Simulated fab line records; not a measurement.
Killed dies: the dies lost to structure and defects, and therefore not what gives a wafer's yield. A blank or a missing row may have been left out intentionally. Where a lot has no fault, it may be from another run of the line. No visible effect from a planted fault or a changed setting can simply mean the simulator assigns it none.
Matching of chambers | flow n5Finfet | N5_BEOL_M1_CO_CAP_55 on cvdCo-02 has 3 sister chambers
The step material Co, precursor CCTBA/H2, target thk 2 nm, time 102.1 s. 14 wafers are shown with their chamber, then 7 later ones without.

== WAFERS, EACH WITH ITS CHAMBER ==
wafer  | chamber | heaterPowerW (W)
L657.3 | 0       | 237
L657.4 | 2       | 256
L657.5 | 1       | 236
L658.1 | 0       | 233
L658.5 | 0       | 234
L658.6 | 2       | 256
L659.1 | 2       | 261
L659.4 | 1       | 233
L659.5 | 0       | 233
L660.1 | 1       | 242
L660.2 | 2       | 252
L660.3 | 0       | 240
L672.2 | 0       | 236
L672.4 | 2       | 254

SIGNATURES (averages over the wafers above)
reading      | chamber 0 | chamber 1 | chamber 2 | scatter within a chamber
heaterPowerW | 235.50    | 237.00    | 255.80    | 3.36
Rule: for each reading, subtract the chamber's mean from the wafer's reading, divide by that reading's scatter and square the result; add these up over the readings and take the root, which gives the wafer's distance from the chamber. If the next closest chamber is less than 2 further off than the closest, the wafer can't be placed; otherwise it belongs to the closest. How the scatter is found: for the shown wafers, subtract from each reading the mean of its chamber, square and add these, divide the total by (wafers less chambers), then take the root.

== WAFERS WITHOUT THEIR CHAMBER ==
wafer  | heaterPowerW (W)
L672.6 | 236
L675.1 | 240
L675.2 | 259
L675.6 | 240
L678.1 | 237
L678.2 | 238
L678.4 | 238

== WHICH CHAMBER EACH WENT THROUGH ==
wafer  | from the rows above     | in truth
L672.6 | can't be placed: 0 or 1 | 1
L675.1 | can't be placed: 1 or 0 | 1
L675.2 | 2                       | 2
L675.6 | can't be placed: 1 or 0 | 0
L678.1 | can't be placed: 1 or 0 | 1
L678.2 | can't be placed: 1 or 0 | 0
L678.4 | can't be placed: 1 or 0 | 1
Placed correctly: 1 of 7. From these rows, 6 cannot be placed; in 6 the true chamber is one of the candidates. Wrongly placed: 0.
